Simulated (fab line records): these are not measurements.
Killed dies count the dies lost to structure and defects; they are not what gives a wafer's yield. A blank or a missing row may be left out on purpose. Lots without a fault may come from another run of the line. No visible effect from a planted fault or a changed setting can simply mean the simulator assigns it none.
fab line records	flow nand_harc	part 2 of 2: steps 5 to 6 of 6
[record] lots = 24	wafers = 72	last_day = 33
route steps=1302 shown A_ONON_D2@563 A_CHANNEL_HOLE_D2@570
lots that met no fault: taken from a fault-free run of the same line
start_h: start of the lot's first displayed wafer, in hours after the record's first day	wait_h: hours elapsed since this lot's preceding step	" identical to the entry in the row above	L1.1+2: several wafers, shown together as one row	- value missing, or start not given	* or withheld: withheld	< > ~ a bound
route shown NAME@n: NAME is a module with steps in the file, n the number in the route of the first one	usual: mean/standard deviation of fault-free wafers	same: alike in all rows	chamber/n: place in a boat	sites: per-site readings	_std_site: how widely they spread, as a standard deviation	_edge_site: the outer-site mean with the inner-site mean subtracted	radius_mm: for every site, how far away it sits from the centre of the wafer	mask NAME#n: copy n	behind: the most recent tool/chamber to have shaped the wafer	hold: cause of the lot's hold/its duration in hours/its outcome	device: which transistor (n, p or np) failed to switch	end of line: tests of these same wafers at the route's end	a step given without rows: its recipe and nothing more	killed: count of dies lost to structure and defects at first sort (not the wafer's yield)	map: shows each die of a wafer: x if killed, . if not, _ if none is there
set.NAME: the setting that was run; set.NAME@STEP: the one run at that earlier step	model.NAME: the simulator's own value behind a step, which no gauge read
route steps across a sampled set of lots; one table per step, one row per wafer
services: the hour from which a tool's chamber was out of use, counted from the record's first day as start_h (under 0 if before that day), plus the number of hours and why
[[steps]]
[step NHARC_A_CHANNEL_HOLE_D2_ETCH_19]
[recipe] bias_v = 1200	source_w = 2500	pressure_mtorr = 15	time_s = 34.5	ar_flow_sccm = 375	c4f8_flow_sccm = 28.8	o2_flow_sccm = 96.2	temp_c = -20	target_depth_a = *	chemistry = C4F8/O2/Ar
[usual] drypump_motor_current_A = 5.5/0.49	he_backside_leak_sccm = 6.3/0.97	showerhead_plenum_p_Torr = 3.74/0.18	throttle_valve_pct = 37.038/0.0099
lot.wafer	tool	chamber	start_h	wait_h	drypump_motor_current_A	he_backside_leak_sccm	rf_hours_counter_h	showerhead_plenum_p_Torr	throttle_valve_pct
L074.1	har_etch-02	1	297.07	0.1	4.8	7.2	351	3.42	37.056
L074.4	"	1	"	"	4.8	6.9	-	3.42	37.026
L074.5	"	1	"	"	4.8	7.2	-	3.42	37.036
L075.1	har_etch-02	1	302.26	0.1	4.8	7.0	355	3.42	37.041
L075.4	"	0	"	"	6.1	7.1	-	3.63	37.036
L075.5	"	0	"	"	6.1	7.2	-	3.63	37.043
L076.1	har_etch-02	0	328.29	0.1	6.1	7.9	385	3.62	37.026
L076.3	"	0	"	"	6.1	7.5	-	3.62	37.045
L076.5	"	1	"	"	4.8	6.9	-	3.98	37.036
L078.2	har_etch-01	0	328.53	0.1	5.6	6.5	164	3.60	37.043
L078.3	"	1	"	"	5.6	5.4	-	3.73	37.025
L078.4	"	0	"	"	5.6	6.5	-	3.60	37.038
L077.1	har_etch-02	1	332.49	3.9	4.8	7.1	366	3.98	37.032
L077.4	"	0	"	"	6.1	7.0	-	3.62	37.030
L077.3	"	1	"	"	4.8	7.1	-	3.98	37.060
L079.1	har_etch-02	0	340.72	0.1	6.1	7.9	397	3.62	37.050
L079.4	"	1	"	"	4.8	7.2	-	3.98	37.029
L079.6	"	1	"	"	4.8	7.0	-	3.98	37.026
L081.2	har_etch-02	0	351.25	1.3	6.1	7.4	404	3.61	37.057
L081.3	"	0	"	"	6.1	7.7	-	3.61	37.041
L081.6	"	1	"	"	4.9	7.0	-	3.97	37.027
L080.2	har_etch-01	0	354.88	4.3	5.6	6.7	184	3.59	37.031
L080.4	"	1	"	"	5.6	5.6	-	3.72	37.034
L080.6	"	0	"	"	5.6	6.7	-	3.59	37.046
L084.2	har_etch-01	1	379.13	0.1	5.6	5.6	199	3.72	37.041
L084.1	"	0	"	"	5.6	6.7	199	3.58	37.026
L084.6	"	1	"	"	5.6	5.6	-	3.72	37.041
L083.2	har_etch-01	1	383.32	2.4	5.6	5.3	203	3.71	37.035
L083.3	"	0	"	"	5.6	6.9	-	3.58	37.037
L083.4	"	1	"	"	5.6	5.6	-	3.71	37.027
L082.2	har_etch-01	1	387.49	6.5	5.6	5.4	206	3.71	37.037
L082.6	"	0	"	"	5.6	6.7	-	3.57	37.033
L082.5	"	1	"	"	5.6	5.6	-	3.71	37.022
L085.1	har_etch-02	1	419.46	2.9	4.8	5.6	15	3.95	37.022
L085.3	"	0	"	"	6.1	4.7	-	3.98	37.051
L085.6	"	0	"	"	6.1	5.0	-	3.98	37.040
L086.2	har_etch-01	0	421.44	4.7	5.6	7.1	229	3.56	37.039
L086.4	"	1	"	"	5.6	5.5	-	3.70	37.039
L086.6	"	1	"	"	5.6	5.9	-	3.70	37.040
L087.2	har_etch-01	1	429.32	0.1	5.6	6.0	233	3.70	37.036
L087.4	"	0	"	"	5.6	6.8	-	3.56	37.035
L087.5	"	1	"	"	5.6	6.0	-	3.70	37.035
L088.2	har_etch-02	0	438.78	0.2	6.1	4.9	27	3.97	37.042
L088.3	"	0	"	"	6.1	4.8	-	3.97	37.048
L088.5	"	1	"	"	4.8	5.9	-	3.95	37.035
L089.2	har_etch-01	1	438.90	0.2	5.6	5.5	241	3.69	37.042
L089.4	"	0	"	"	5.6	7.2	-	3.55	37.019
L089.3	"	1	"	"	5.6	5.8	-	3.69	37.034
L091.2	har_etch-02	1	454.01	1.7	4.8	5.9	35	3.94	37.043
L091.3	"	0	"	"	6.2	4.8	-	3.97	37.030
L091.6	"	0	"	"	6.2	4.8	-	3.96	37.039
L090.2	har_etch-02	0	458.19	4.0	6.1	4.9	39	3.96	37.032
L090.3	"	1	"	"	4.8	5.7	-	3.94	37.029
L090.6	"	1	"	"	4.8	5.6	-	3.94	37.015
L093.1	har_etch-02	1	469.49	1.4	4.8	5.6	46	3.94	37.032
L093.4	"	0	"	"	6.2	4.6	-	3.96	37.037
L093.5	"	1	"	"	4.8	5.6	-	3.94	37.043
L092.3	har_etch-01	0	469.75	0.7	5.6	7.2	-	3.54	37.034
L092.6	"	1	"	"	5.6	6.0	-	3.68	37.035
L092.5	"	0	"	"	5.6	7.1	-	3.54	37.028
L095.2	har_etch-02	0	498.46	0.1	6.2	5.2	61	3.95	37.040
L095.1	"	1	"	"	4.8	5.8	61	3.93	37.049
L095.3	"	1	"	"	4.8	5.8	-	3.93	37.046
L094.4	har_etch-01	1	498.79	0.2	5.6	6.0	-	3.67	37.035
L094.6	"	1	"	"	5.6	5.8	-	3.67	37.044
L094.5	"	0	"	"	5.6	7.3	-	3.54	37.038
L096.2	har_etch-01	0	506.14	0.1	5.6	7.3	279	3.53	37.036
L096.1	"	1	"	"	5.6	5.9	279	3.67	37.055
L096.6	"	1	"	"	5.6	5.8	-	3.67	37.061
L097.1	har_etch-02	1	525.67	0.1	4.8	5.9	77	3.92	37.046
L097.3	"	1	"	"	4.8	6.1	-	3.92	37.040
L097.5	"	0	"	"	6.2	5.3	-	3.94	37.030
[step NHARC_A_CHANNEL_HOLE_D2_ETCH_27]
[recipe] bias_v = 400	source_w = 2000	pressure_mtorr = 25	time_s = 90	ar_flow_sccm = 375	c4f8_flow_sccm = 41.7	o2_flow_sccm = 83.3	temp_c = -20	target_depth_a = 4000	chemistry = C4F8/O2/Ar
[usual] drypump_motor_current_A = 5.5/0.49	he_backside_leak_sccm = 6.3/0.93	showerhead_plenum_p_Torr = 3.74/0.17	throttle_valve_pct = 27.620/0.0093
lot.wafer	tool	chamber	start_h	wait_h	drypump_motor_current_A	he_backside_leak_sccm	rf_hours_counter_h	showerhead_plenum_p_Torr	throttle_valve_pct
L074.1	har_etch-02	1	301.06	0.2	4.8	7.0	355	3.42	27.620
L074.4	"	1	"	"	4.8	7.3	-	3.42	27.641
L074.5	"	1	"	"	4.8	7.2	-	3.42	27.624
L075.1	har_etch-02	1	306.27	0.2	4.8	7.1	358	3.42	27.613
L075.4	"	0	"	"	6.1	7.3	-	3.63	27.621
L075.5	"	0	"	"	6.2	7.8	-	3.63	27.628
L076.1	har_etch-02	0	332.28	0.2	6.1	7.3	389	3.62	27.614
L076.3	"	0	"	"	6.2	7.1	-	3.62	27.632
L076.5	"	1	"	"	4.8	7.1	-	3.98	27.610
L078.2	har_etch-01	0	332.53	0.2	5.6	6.7	168	3.59	27.625
L078.3	"	1	"	"	5.6	5.5	-	3.73	27.611
L078.4	"	0	"	"	5.6	6.8	-	3.59	27.623
L077.1	har_etch-02	1	336.46	0.2	4.8	7.1	370	3.97	27.604
L077.4	"	0	"	"	6.2	7.1	-	3.62	27.624
L077.3	"	1	"	"	4.8	6.9	-	3.97	27.640
L079.1	har_etch-02	0	344.71	0.2	6.2	7.3	400	3.61	27.619
L079.4	"	1	"	"	4.8	7.4	-	3.97	27.620
L079.6	"	1	"	"	4.8	7.1	-	3.97	27.629
L081.2	har_etch-02	0	355.21	0.2	6.1	7.6	408	3.61	27.625
L081.3	"	0	"	"	6.2	7.9	-	3.61	27.629
L081.6	"	1	"	"	4.8	7.2	-	3.97	27.619
L080.2	har_etch-01	0	358.87	0.2	5.6	6.8	187	3.58	27.622
L080.4	"	1	"	"	5.6	5.5	-	3.72	27.637
L080.6	"	0	"	"	5.6	7.0	-	3.58	27.601
L084.2	har_etch-01	1	383.11	0.2	5.6	5.7	202	3.71	27.616
L084.1	"	0	"	"	5.6	7.0	202	3.57	27.612
L084.6	"	1	"	"	5.6	5.5	-	3.71	27.633
L083.2	har_etch-01	1	387.32	0.2	5.6	5.6	206	3.71	27.626
L083.3	"	0	"	"	5.6	6.7	-	3.57	27.603
L083.4	"	1	"	"	5.6	5.5	-	3.71	27.625
L082.2	har_etch-01	1	391.47	0.2	5.6	5.5	210	3.71	27.614
L082.6	"	0	"	"	5.6	6.7	-	3.57	27.611
L082.5	"	1	"	"	5.6	5.7	-	3.71	27.616
L085.1	har_etch-02	1	423.43	0.2	4.8	5.7	19	3.95	27.629
L085.3	"	0	"	"	6.1	4.6	-	3.97	27.617
L085.6	"	0	"	"	6.1	4.6	-	3.97	27.616
L086.2	har_etch-01	0	425.43	0.2	5.6	7.3	233	3.56	27.614
L086.4	"	1	"	"	5.6	5.7	-	3.69	27.637
L086.6	"	1	"	"	5.6	5.9	-	3.69	27.623
L087.2	har_etch-01	1	433.33	0.2	5.6	5.6	237	3.69	27.610
L087.4	"	0	"	"	5.6	6.9	-	3.56	27.628
L087.5	"	1	"	"	5.6	5.6	-	3.69	27.615
L088.2	har_etch-02	0	442.77	0.2	6.1	4.9	31	3.96	27.618
L088.3	"	0	"	"	6.1	4.6	-	3.96	27.623
L088.5	"	1	"	"	4.8	5.8	-	3.94	27.633
L089.2	har_etch-01	1	442.89	0.2	5.6	5.8	244	3.69	27.629
L089.4	"	0	"	"	5.6	7.0	-	3.55	27.617
L089.3	"	1	"	"	5.6	5.8	-	3.69	27.604
L091.2	har_etch-02	1	457.98	0.2	4.8	6.1	38	3.94	27.630
L091.3	"	0	"	"	6.1	4.5	-	3.96	27.613
L091.6	"	0	"	"	6.1	4.7	-	3.96	27.611
L090.2	har_etch-02	0	462.19	0.2	6.1	4.9	42	3.96	27.613
L090.3	"	1	"	"	4.8	5.7	-	3.93	27.629
L090.6	"	1	"	"	4.8	5.7	-	3.93	27.607
L093.1	har_etch-02	1	473.48	0.2	4.8	5.6	50	3.93	27.612
L093.4	"	0	"	"	6.2	5.0	-	3.95	27.638
L093.5	"	1	"	"	4.8	5.9	-	3.93	27.616
L092.3	har_etch-01	0	473.77	0.2	5.6	6.9	-	3.54	27.616
L092.6	"	1	"	"	5.6	5.5	-	3.68	27.623
L092.5	"	0	"	"	5.6	7.0	-	3.54	27.637
L095.2	har_etch-02	0	502.44	0.2	6.2	4.8	65	3.94	27.639
L095.1	"	1	"	"	4.8	6.0	65	3.92	27.620
L095.3	"	1	"	"	4.8	6.0	-	3.92	27.621
L094.4	har_etch-01	1	502.79	0.2	5.6	5.5	-	3.67	27.611
L094.6	"	1	"	"	5.6	5.7	-	3.67	27.630
L094.5	"	0	"	"	5.6	8.2	-	3.53	27.614
L096.2	har_etch-01	0	-	-	5.6	7.1	282	3.53	27.615
L096.1	"	1	"	"	5.6	6.0	282	3.67	27.625
L096.6	"	1	"	"	5.6	6.2	-	3.67	27.617
L097.1	har_etch-02	1	529.64	0.2	4.8	5.9	80	3.91	27.617
L097.3	"	1	"	"	4.8	5.9	-	3.91	27.623
L097.5	"	0	"	"	6.1	4.9	-	3.93	27.633
[[services]]
tool	chamber	start_h	hours	kind
har_etch-01	-	293.43	7.2	repair
acl_dep-03	-	300.01	13.0	pm
har_etch-02	1	306.42	-	consumable_replace:showerhead
har_etch-02	1	306.42	17.0	scheduled_down
har_etch-02	1	306.42	17.0	vent_cycle
rie_diel-13	-	342.41	9.0	pm
rie_diel-04	2	354.37	20.1	repair
rie_diel-04	-	354.97	9.0	pm
rie_diel-04	3	364.31	28.8	repair
acl_dep-01	-	368.16	13.0	pm
har_etch-02	-	377.00	17.0	pm
rie_diel-02	-	393.70	9.0	pm
rie_diel-02	3	404.11	4.8	repair
rie_diel-02	-	417.48	0.5	repair
har_etch-01	-	419.13	1.9	repair
acl_dep-02	-	432.83	13.0	pm
rie_diel-02	-	434.55	1.6	repair
rie_diel-04	1	442.76	11.4	repair
rie_diel-02	-	449.78	0.7	repair
rie_diel-13	3	462.39	1.7	repair
rie_diel-04	0	480.92	3.5	repair
acl_dep-03	-	481.75	13.0	pm
rie_diel-02	3	516.28	8.4	repair
rie_diel-13	-	519.41	9.0	pm
